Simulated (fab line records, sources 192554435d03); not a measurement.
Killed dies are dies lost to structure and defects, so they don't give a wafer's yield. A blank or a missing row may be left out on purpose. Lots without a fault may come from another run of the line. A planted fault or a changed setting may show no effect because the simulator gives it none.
fab line records | flow n5_finfet
record lots=3 wafers=9 last_day=16
route steps=1938 shown BEOL_M12@1647 BEOL_M13@1659
lots that met no fault: from a run of the same line without faults
start_h: hours from the record's first day to the start of the lot's first wafer shown | wait_h: hours since the lot's step before | " the same as in the row above | L1.1+2: a row that stands for several wafers | - no value, or no start given | * or withheld: withheld | < > ~ a bound
route shown NAME@n: a module of which the file shows steps, and the number in the route of the first | usual: mean/standard deviation of fault-free wafers | same: alike in all rows | chamber/n: place in a boat | sites: the reading at each site | _std_site: their standard deviation | _edge_site: outer sites' mean less inner sites' | radius_mm: how far each site lies from the wafer's centre | mask NAME#n: copy n | behind: the tool/chamber that last shaped the wafer | hold: why the lot was held/for how many hours/how that ended | device: the transistor (n, p or np) that didn't switch | end of line: the same wafers' tests at the end of the route | a step without rows: its recipe alone | killed: dies lost to structure and defects at the first sort, not the wafer's yield | map: a wafer's dies, x killed, . not, _ none there
set.NAME: the setting as run; set.NAME@STEP: as run at that earlier step | model.NAME: the simulator's own value behind a step, which no gauge read
lots at some steps of the route; a table a step, a row a wafer
services: from which hour (start_h, from the record's first day; less than 0 if before it) a tool's chamber was out of use, for how many hours, and why
## steps
# step N5_BEOL_M12_PRE_CLEAN_42
# recipe gas=H2/He time_s=30 temp_c=250
# step N5_BEOL_M12_SPUTTER_43
# recipe material=TaN target_thk_a=150 temp_c=50 bias_v=168.6 power_w=15000 chamber_pressure_pa=0.12 time_s=24.19
# step N5_BEOL_M12_SPUTTER_44
# recipe material=Ta target_thk_a=100 temp_c=50 bias_v=80 power_w=15000 chamber_pressure_pa=0.07 time_s=16.13
# step N5_BEOL_M12_SPUTTER_45
# recipe material=Cu target_thk_a=800 temp_c=-20 bias_v=60 power_w=26000 chamber_pressure_pa=0.13 time_s=13.33
# step N5_BEOL_M12_ECD_47
# recipe material=Cu target_thk_a=7200
# step N5_BEOL_M12_ANNEAL_48
# recipe temp_c=225 time_s=90 ambient=N2
# step N5_BEOL_M12_CMP_49
# recipe stop_on=SiOC t_overpolish_s=20.6 down_force_psi=1 platen_rpm=50 clearing_platen_down_force_psi=1.5 clearing_platen_rpm=50 post_cmp_clean=cu_alkaline target_thk_nm=320 clearing_platen_pad_velocity_m_s=0.99484 pad_velocity_m_s=0.99484
# step N5_BEOL_M12_PRE_CLEAN_52
# recipe gas=NH3 time_s=15 temp_c=withheld rf_power_w=300
# step N5_BEOL_M12_DEP_53
# recipe material=SiCN target_thk_a=300 temp_c=withheld precursor=3MS/NH3 pressure_torr=3 rf_w=675 time_s=10.5
# step N5_BEOL_M13_ILD_DEP_00
# recipe material=SiOC target_thk_a=8379.2 temp_c=350 precursor=DEMS/O2 pressure_torr=5 rf_w=500 time_s=166.4
# usual heater_power_w=443/59 run_length_s=211.2/0.83 showerhead_plenum_p_Torr=5.693/0.012 throttle_valve_pct=11.8/0.66
# columns lot.wafer tool chamber start_h wait_h heater_power_w run_length_s showerhead_plenum_p_Torr throttle_valve_pct model.SiOC_of_BEOL_M13_ILD_DEP_00.thk_nm
L963.1 pecvd-02 0 274.73 0.0 532 210.8 5.700 12.6 843.6
L963.5 " 1 " " 414 211.8 5.715 11.8 851.8
L963.6 " 2 " " 350 210.0 5.678 11.1 854
L974.1 pecvd-02 1 333.81 0.0 377 212.0 5.723 11.9 844.6
L974.2 " 2 " " 380 209.8 5.693 11.0 837.8
L974.5 " 2 " " 408 284.7 5.697 11.2 1238
L975.3 pecvd-03 2 341.70 0.0 424 212.3 5.690 12.0 833.8
L975.4 " 1 " " 423 212.5 5.710 11.9 853.4
L975.6 " 0 " " 440 211.6 5.697 12.2 840.6
# step N5_BEOL_M13_THK_MEAS_01
# recipe reads=SiOC_of_BEOL_M13_ILD_DEP_00
# usual M13_ILD_THK=839/11
# columns lot.wafer tool chamber start_h wait_h M13_ILD_THK[nm]
L963.1 film_metro-02 - 274.88 0.1 845
L963.5 " - " " 852
L963.6 " - " " 854
L974.1 film_metro-01 - 333.96 0.1 844
L974.2 " - " " 838
L974.5 " - " " 1238
L975.3 film_metro-01 - 341.86 0.1 834
L975.4 " - " " 854
L975.6 " - " " 840
# step N5_BEOL_M13_COAT_58
# recipe resist=BARC temp_c=205 time_s=60 spin_rpm=1500 resist_thk_nm=89
# step N5_BEOL_M13_COAT_04
# recipe spin_rpm=1625 resist_thk_nm=400
# step N5_BEOL_M13_EBR_06
# recipe solvent=PGMEA ebr_width_mm=1.5
# step N5_BEOL_M13_SOFTBAKE_05
# recipe temp_c=130 time_s=60
# step N5_BEOL_M13_EXPOSE_07
# recipe mask_id=V12 na=0.93 source_shape=conventional sigma_outer=0.6 polarization=unpolarized attpsm_phase_deg=180 dose_mj=24.8
# step N5_BEOL_M13_PEB_08
# recipe peb_temp_c=130 peb_time_s=90
# step N5_BEOL_M13_DEVELOP_09
# recipe develop_time_s=45 rinse_liquid=diw dry=air_spin dev_temp_c=21
# step N5_BEOL_M13_HARDBAKE_14
# recipe temp_c=130 time_s=120
# step N5_BEOL_M13_DESCUM_15
# recipe chemistry=O2 time_s=7.9 source_power_w=50 bias_power_w=20 pressure_mtorr=20 rf_frequency_hz=2.712e+07 temp_c=40 o2_flow_sccm=225
# step N5_BEOL_M13_ETCH_59
# recipe chemistry=N2/H2 target=BARC target_depth_a=890 overetch_a=267 time_s=67.9 ion_energy_ev=200 pressure_mtorr=30 source_w=840 bias_w=150 n2_flow_sccm=200 h2_flow_sccm=200
# step N5_BEOL_M13_VIA_ETCH_16
# recipe chemistry=C4F8/O2/Ar target=SiOC pressure_mtorr=30 source_w=3000 bias_w=700 Ar_flow_sccm=400 C4F8_flow_sccm=15 O2_flow_sccm=8 he_inner_torr=15 he_outer_torr=30 target_depth_a=9217 time_s=withheld ion_energy_ev=250 ends=cleared
# usual drypump_motor_current_A=5.8/0.4 oes_product_au=0.68/0.072 rf_vpp_V=664.5/2.6 showerhead_plenum_p_Torr=3.39/0.087 throttle_valve_pct=24.29/0.26
# columns lot.wafer tool chamber start_h wait_h drypump_motor_current_A oes_product_au rf_vpp_V showerhead_plenum_p_Torr throttle_valve_pct model.etch.depth_nm model.coat_of_BEOL_M13_COAT_04.thk_nm model.BARC_of_BEOL_M13_COAT_58.thk_nm
L963.1 rie_diel-05 3 275.49 0.0 6.1 0.69 662.3 3.30 24.21 843.6 66.8 89
L963.5 " 3 " " 6.1 0.69 662.1 3.30 24.20 851.8 65.6 88.8
L963.6 " 2 " " 5.3 0.62 667.1 3.51 24.05 854 66.6 89.2
L974.1 rie_diel-02 2 334.57 0.0 6.3 0.62 667.7 3.50 24.29 844.6 66.6 89.6
L974.2 " 0 " " 5.8 0.62 664.4 3.36 24.41 837.7 70 89.2
L974.5 " 2 " " 6.2 0.68 666.7 3.50 24.32 1238 0 38.4
L975.3 rie_diel-05 0 342.46 0.0 6.1 0.71 666.4 3.42 24.35 833.9 70.6 89
L975.4 " 2 " " 5.3 0.61 667.4 3.50 24.08 853.5 67.2 88.6
L975.6 " 2 " " 5.3 0.61 668.3 3.50 24.08 840.7 71 89
# step N5_BEOL_M13_STRIP_63
# recipe chemistry=N2/H2 power_w=1000 temp_c=250 h2_frac=0.65 overash_fraction=0.3 pressure_mtorr=1000 n2_flow_sccm=1750 h2_flow_sccm=3250
# usual drypump_motor_current_A=5.7/0.33 heater_power_w=352/37 oes_product_au=0.674/0.0041 strip_time_to_endpoint_s=27.7/1.1
# columns lot.wafer tool chamber start_h wait_h drypump_motor_current_A heater_power_w oes_product_au rf_hours_counter_h strip_time_to_endpoint_s
L963.1 plasma_asher-02 0 275.72 - 5.9 312 0.681 61 26.7
L963.5 " 1 " " 5.6 402 0.671 - 26.4
L963.6 " 0 " " 5.8 311 0.676 - 26.6
L974.1 plasma_asher-02 0 334.80 - 5.9 316 0.666 76 26.7
L974.2 " 1 " " 5.6 407 0.671 76 27.7
L974.5 " 1 " " 5.6 396 0.235 - 0.0
L975.3 plasma_asher-01 0 342.71 - 5.2 377 0.676 - 27.8
L975.4 " 1 " " 6.2 324 0.673 - 26.9
L975.6 " 0 " " 5.2 361 0.678 - 28.0
# step N5_BEOL_M13_STRIP_64
# recipe chemistry=N2/H2 power_w=1000 temp_c=250 h2_frac=0.65 overash_fraction=0.3 pressure_mtorr=withheld n2_flow_sccm=1750 h2_flow_sccm=3250
# usual drypump_motor_current_A=5.7/0.33 heater_power_w=353/37 oes_product_au=0.715/0.0045 strip_time_to_endpoint_s=31.31/0.069
# columns lot.wafer tool chamber start_h wait_h drypump_motor_current_A heater_power_w oes_product_au rf_hours_counter_h strip_time_to_endpoint_s
L963.1 plasma_asher-02 0 275.78 0.0 5.8 315 0.714 61 31.30
L963.5 " 1 " " 5.6 396 0.721 - 31.25
L963.6 " 0 " " 5.9 312 0.713 - 31.34
L974.1 plasma_asher-02 0 334.86 0.0 5.9 313 0.716 76 31.49
L974.2 " 1 " " 5.6 394 0.719 76 31.36
L974.5 " 1 " " 5.6 412 0.642 - 17.86
L975.3 plasma_asher-01 0 342.77 0.0 5.2 367 0.714 - 31.32
L975.4 " 1 " " 6.2 313 0.721 - 31.19
L975.6 " 0 " " 5.2 369 0.713 - 31.32
# step N5_BEOL_M13_STRIP_71
# recipe chemistry=post_etch_residue_remover time_s=60 temp_c=25 remover_ph=withheld remover_water_wt_pct=withheld remover_fluoride_wt_pct=withheld
# step N5_BEOL_M13_SRD_72
# recipe time_s=30 temp_c=23 rinse_liquid=diw dry=n2_spin spin_rpm=1500 dry_time_s=30
# step N5_BEOL_M13_COAT_65
# recipe resist=SOC temp_c=250 time_s=60 spin_rpm=1500 resist_thk_nm=350
# step N5_BEOL_M13_COAT_66
# recipe resist=SiARC temp_c=220 time_s=60 spin_rpm=1500 resist_thk_nm=110
# step N5_BEOL_M13_COAT_22
# recipe spin_rpm=2888 resist_thk_nm=300
# step N5_BEOL_M13_EBR_24
# recipe solvent=PGMEA ebr_width_mm=1.5
# step N5_BEOL_M13_SOFTBAKE_23
# recipe temp_c=130 time_s=60
# step N5_BEOL_M13_EXPOSE_25
# recipe mask_id=M13 na=0.93 source_shape=conventional sigma_outer=0.4 polarization=unpolarized target_cd_nm=210 dose_mj=22
# step N5_BEOL_M13_PEB_26
# recipe peb_temp_c=130 peb_time_s=90
# step N5_BEOL_M13_DEVELOP_27
# recipe develop_time_s=45 rinse_liquid=diw dry=air_spin dev_temp_c=21
# step N5_BEOL_M13_HARDBAKE_32
# recipe temp_c=130 time_s=120
# step N5_BEOL_M13_CMP_49
# recipe stop_on=SiOC t_overpolish_s=17.1 down_force_psi=1 platen_rpm=50 clearing_platen_down_force_psi=1.5 clearing_platen_rpm=50 post_cmp_clean=cu_alkaline target_thk_nm=420 clearing_platen_pad_velocity_m_s=0.99484 pad_velocity_m_s=0.99484
# usual motor_current_A=6.1/0.58 platen_rpm=50.002/0.028 retaining_ring_pressure_frac=1.001/0.0052 slurry_filter_dp_kPa=13.50/0.15
# columns lot.wafer tool chamber start_h wait_h motor_current_A platen_rpm retaining_ring_pressure_frac slurry_filter_dp_kPa model.SiOC_of_BEOL_M13_ILD_DEP_00.thk_nm
L963.1 cmp-02 2 278.98 0.3 5.9 50.019 0.997 13.75 784
L963.5 " 1 " " 6.0 49.936 1.007 13.85 792.8
L963.6 " 2 " " 5.5 50.039 0.999 13.42 794.8
L974.2 cmp-02 2 339.73 0.2 6.1 50.010 1.001 13.29 777.6
L974.1 " 0 " " 6.2 49.997 1.003 13.59 787
L974.5 " 2 " " 5.8 49.967 1.003 13.61 1178
L975.4 cmp-02 1 347.97 0.5 5.7 49.989 1.007 13.25 796
L975.3 " 0 " " 5.8 50.028 1.001 13.43 777
L975.6 " 1 " " 5.8 50.017 1.009 13.45 783.6
## services
# columns tool chamber start_h hours kind
plasma_asher-02 - 252.11 21.5 repair
rie_diel-05 3 265.18 6.2 repair
rie_diel-02 3 267.81 - clean
rie_diel-02 3 267.81 - consumable_replace:focus_ring
rie_diel-02 3 267.81 36.6 scheduled_down
rie_diel-02 3 267.81 36.6 vent_cycle
rie_diel-05 1 271.34 - clean
rie_diel-05 1 271.34 - consumable_replace:focus_ring
rie_diel-05 1 271.34 21.2 scheduled_down
rie_diel-05 1 271.34 21.2 vent_cycle
pecvd-02 0 272.02 2.1 scheduled_down
rie_diel-02 0 279.54 8.0 repair
rie_diel-02 0 289.38 4.3 repair
pecvd-03 2 303.09 2.1 scheduled_down
plasma_asher-01 - 312.45 4.4 repair
rie_diel-02 0 316.61 4.1 repair
rie_diel-02 2 319.89 2.5 repair
rie_diel-02 3 323.57 29.4 repair
rie_diel-02 1 326.74 3.5 repair
cmp-02 - 341.55 6.4 pm
## key
first_sign step=N5_BEOL_M13_ILD_DEP_00 reading=run_length_s direction=up sigmas=88 usual=* struck=*
effect step=N5_BEOL_M13_THK_MEAS_01 reading=M13_ILD_THK direction=up sigmas=38 usual=839 struck=1238
effect step=N5_BEOL_M13_STRIP_63 reading=oes_product_au direction=down sigmas=99+ usual=0.674 struck=0.235
effect step=N5_BEOL_M13_STRIP_64 reading=strip_time_to_endpoint_s direction=down sigmas=99+ usual=* struck=*
model_effect step=N5_BEOL_M13_ILD_DEP_00 value=SiOC_of_BEOL_M13_ILD_DEP_00.thk_nm without=859.4 struck=1238
model_effect step=N5_BEOL_M13_VIA_ETCH_16 value=etch.depth_nm without=859.5 struck=1238
model_effect step=N5_BEOL_M13_CMP_49 value=SiOC_of_BEOL_M13_ILD_DEP_00.thk_nm without=799.6 struck=1178
met_at N5_BEOL_M13_ILD_DEP_00
struck_wafers L974.5
onset_between 274.73 333.81
fault kind=process_parameter_drift tool=pecvd-02 chamber=- onset_h=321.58 steps=N5_BEOL_M13_ILD_DEP_00 channel=time_s offset=* shape=step end_h=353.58 scope=struck_wafers_only acts_in=* stated=*
